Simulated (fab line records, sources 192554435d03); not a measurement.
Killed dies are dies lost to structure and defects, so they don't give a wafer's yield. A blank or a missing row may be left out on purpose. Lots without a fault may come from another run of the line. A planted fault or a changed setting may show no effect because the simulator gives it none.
Chamber matching | flow n5_finfet | N5_BEOL_M1_DESCUM_33 on rie_diel-04: 4 sister chambers
The step chemistry O2, time 7 s. 14 wafers are shown with their chamber, then 7 later ones without.

WAFERS WITH THEIR CHAMBER
wafer  | chamber | showerhead_plenum_p_Torr (Torr) | oes_product_au (a.u.) | throttle_valve_pct (%)
L074.1 | 2       | 2.02                            | 0.73                  | 20.40
L074.5 | 0       | 2.08                            | 0.87                  | 20.51
L074.6 | 3       | 2.19                            | 0.73                  | 20.58
L075.3 | 0       | 2.07                            | 0.87                  | 20.51
L075.4 | 3       | 2.19                            | 0.73                  | 20.59
L075.6 | 3       | 2.19                            | 0.73                  | 20.58
L076.1 | 1       | 2.06                            | 0.69                  | 20.65
L076.3 | 3       | 2.19                            | 0.73                  | 20.57
L076.5 | 2       | 2.02                            | 0.73                  | 20.39
L078.1 | 2       | 2.02                            | 0.73                  | 20.39
L078.3 | 1       | 2.06                            | 0.68                  | 20.65
L078.5 | 3       | 2.19                            | 0.74                  | 20.59
L079.2 | 0       | 2.07                            | 0.87                  | 20.52
L079.3 | 2       | 2.02                            | 0.73                  | 20.40

SIGNATURES (means of the wafers above)
reading                  | chamber 0 | chamber 1 | chamber 2 | chamber 3 | scatter within a chamber
showerhead_plenum_p_Torr | 2.0733    | 2.0600    | 2.0200    | 2.1900    | 0.00258
oes_product_au           | 0.8700    | 0.6850    | 0.7300    | 0.7320    | 0.00361
throttle_valve_pct       | 20.5133   | 20.6500   | 20.3950   | 20.5820   | 0.00668
Rule: a wafer's distance from a chamber is the root of the sum, over the readings, of the square of ((its reading less the chamber's mean) divided by the reading's scatter). The wafer belongs to the nearest chamber; if the next one is less than 2 further off, it can't be placed. The scatter: the root of (the sum of the squares of (reading less its chamber's mean) over the shown wafers, divided by (wafers less chambers)).

WAFERS WITHOUT THEIR CHAMBER
wafer  | showerhead_plenum_p_Torr (Torr) | oes_product_au (a.u.) | throttle_valve_pct (%)
L079.6 | 2.07                            | 0.86                  | 20.52
L090.2 | 2.05                            | 0.67                  | 20.69
L090.5 | 2.07                            | 0.83                  | 20.54
L090.6 | 2.18                            | 0.71                  | 20.63
L097.1 | 2.05                            | 0.96                  | 20.23
L097.3 | 2.18                            | 0.70                  | 20.64
L097.6 | 2.00                            | 0.70                  | 20.46

WHICH CHAMBER EACH WENT THROUGH
wafer  | from the rows above | in truth
L079.6 | 0                   | 0
L090.2 | 1                   | 1
L090.5 | 0                   | 0
L090.6 | 3                   | 3
L097.1 | 0                   | 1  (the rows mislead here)
L097.3 | 3                   | 3
L097.6 | 2                   | 2
Placed correctly: 6 of 7. Can't be placed from these rows: 0. Placed wrongly: 1.
